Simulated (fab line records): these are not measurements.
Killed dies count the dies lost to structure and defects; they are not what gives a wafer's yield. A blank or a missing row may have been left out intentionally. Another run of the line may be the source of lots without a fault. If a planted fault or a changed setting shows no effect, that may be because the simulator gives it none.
Chamber matching    flow nand_harc    NHARC_A_STAIRCASE_DEP_471 on pecvd-03 has 3 sister chambers
The step deposits SiO2, target thk 100 nm. 27 wafers are shown with their chamber, then 12 later ones without.

WAFERS WITH THEIR CHAMBER
wafer   chamber  throttle_valve_pct (%)  heater_power_w (W)
L075.1  2        16.5                    610
L075.2  1        15.7                    533
L075.4  0        17.2                    528
L075.3  0        17.0                    504
L075.5  1        15.7                    539
L075.6  2        16.1                    633
L074.1  1        16.1                    574
L074.2  2        16.2                    611
L074.3  0        17.0                    553
L074.4  1        15.9                    564
L074.5  2        16.1                    615
L074.6  0        17.1                    557
L077.3  2        16.1                    484
L077.4  2        16.3                    495
L077.6  0        16.6                    499
L088.1  2        16.2                    525
L088.2  1        15.5                    589
L088.5  1        15.7                    603
L088.3  0        17.0                    481
L088.4  2        16.1                    526
L088.6  0        16.8                    479
L086.1  1        15.5                    572
L086.2  0        16.7                    429
L086.3  2        16.3                    546
L087.4  0        16.7                    556
L087.5  1        15.6                    528
L087.6  2        16.5                    571

SIGNATURES, as means of the wafers listed above
reading             chamber 0  chamber 1  chamber 2  scatter within a chamber
throttle_valve_pct  16.900     15.713     16.240     0.188
heater_power_w      509.56     562.75     561.60     43.9
Rule: a wafer's distance from a chamber is the root of the sum, over the readings, of the square of ((its reading less the chamber's mean) divided by the reading's scatter). If the next closest chamber is less than 2 further off than the closest, the wafer can't be placed; otherwise it belongs to the closest. How the scatter is found: for the shown wafers, subtract from each reading the mean of its chamber, square and add these, divide the total by (wafers less chambers), then take the root.

WAFERS WITH NO CHAMBER GIVEN
wafer   throttle_valve_pct (%)  heater_power_w (W)
L092.1  16.3                    587
L092.2  15.6                    615
L092.3  17.0                    534
L091.1  16.0                    581
L091.3  16.8                    504
L091.5  17.0                    520
L091.2  15.7                    518
L091.4  15.5                    512
L091.6  16.4                    607
L097.1  16.9                    429
L097.4  17.4                    441
L097.6  16.6                    490

THE CHAMBER EACH PASSED THROUGH
wafer   from the rows above      in truth
L092.1  2                        2
L092.2  1                        1
L092.3  0                        0
L091.1  can't be placed: 2 or 1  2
L091.3  0                        0
L091.5  0                        0
L091.2  1                        1
L091.4  1                        1
L091.6  2                        2
L097.1  0                        0
L097.4  0                        0
L097.6  can't be placed: 0 or 2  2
Correct placement for 10 of the 12. From these rows, 2 cannot be placed; in 2 the true chamber is one of the candidates. Number placed wrongly: 0.
